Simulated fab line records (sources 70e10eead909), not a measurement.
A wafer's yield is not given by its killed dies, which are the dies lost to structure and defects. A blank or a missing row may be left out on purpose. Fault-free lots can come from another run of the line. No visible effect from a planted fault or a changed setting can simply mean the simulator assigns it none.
Struck lot and sound lot, side by side    flow nandHarc    15 steps out of a route of 1302
Sound: these wafers, L616.2, L616.3, L616.4. Struck: wafers L626.2, L626.3, L626.6. At the end, the cause is stated.
Order at every step that has rows: each side's tool, ch and its chambers, its first start. Under that, the readings that differ: sound wafers    struck wafers    difference of the means    sigmas: that difference in standard deviations of wafers without a fault.
alike: same words and numbers on both sides, and readings whose means sit less than 2 such deviations apart. not compared: any withheld reading, any reading some wafer has no value for, any bound like >300 that may hide the same value, and any number with overlapping values for which the record gives no deviation.
The two part at a step that has a row with sigmas, a row that says differs or no value, or rows on one side only. Numbers that have no deviation but don't overlap get no sigmas and don't part them. Lack of a reading on every wafer of one side parts them only where that side has two or more wafers.

first, 2 steps without rows for these wafers: NHARC_A_CONTACT_STRIP_100 (strips in CF4/CHF3); NHARC_A_CONTACT_STRIP_101 (strips in O2/COS).
NHARC_A_CONTACT_ETCH_102: etches the open film in CF4/O2, target depth 100 nm, overetch 10 nm, time 55 s.
  sound on rieDiel-07 ch 0,1,2, day 25 02:59; struck on rieDiel-12 ch 1,2,3, day 29 04:04
  alike: drypumpMotorCurrentA, oesProductAu, rfFwdPowerW, rfVppV, showerheadPlenumPTorr, throttleValvePct
  not compared: rfHoursCounterH
NHARC_A_CONTACT_STRIP_55: strips in O2.
  sound on rieDiel-07 ch 1,2; struck on rieDiel-12 ch 1,3
  alike: drypumpMotorCurrentA, oesProductAu, rfVppV, showerheadPlenumPTorr, throttleValvePct
  not compared: rfHoursCounterH
then, 1 step without rows for these wafers: NHARC_A_CONTACT_STRIP_56 (strips in post etch residue remover, time 600 s).
NHARC_A_CONTACT_DEP_57: deposits aC, target thk 5300 nm.
  sound on aclDep-01 ch 0, day 25 06:51; struck on aclDep-01 ch 0, day 29 11:16
  alike: throttleValvePct
NHARC_A_CONTACT_DEP_58: deposits SiON, target thk 90 nm.
  sound on pecvd-01 ch 0,1,2, day 25 09:35; struck on pecvd-03 ch 0,2, day 29 14:04
reading                sound        struck       difference  sigmas
heaterPowerOuterW (W)  557 458 458  407 391 396  -93         -2
heaterPowerW (W)       911 805 785  695 659 682  -155        -2
  alike: rfFwdPowerW
then, 5 steps without rows for these wafers: NHARC_A_CONTACT_DEHYDRATE_59 (time 120 s); NHARC_A_CONTACT_HMDS_60 (time 30 s); NHARC_A_CONTACT_COAT_61 (time 75 s); NHARC_A_CONTACT_COAT_62 (time 65 s); NHARC_A_CONTACT_COAT_63 (resist thk 90 nm).
NHARC_A_CONTACT_SOFTBAKE_64: time 55 s.
  sound on lithoTrack-04 ch 0, day 25 09:00; struck on lithoTrack-04 ch 0, day 29 14:00
reading                sound                 struck                difference  sigmas
heaterPowerTotalW (W)  188.36 188.62 188.35  199.42 199.44 199.50  +11.01      +79
then, 2 steps without rows for these wafers: NHARC_A_CONTACT_EBR_65; NHARC_END_SORT_01.

## WHERE THEY PART
At NHARC_A_CONTACT_DEP_58 first; at NHARC_A_CONTACT_SOFTBAKE_64 last (within this record only).

WHY: the cause the simulator had injected
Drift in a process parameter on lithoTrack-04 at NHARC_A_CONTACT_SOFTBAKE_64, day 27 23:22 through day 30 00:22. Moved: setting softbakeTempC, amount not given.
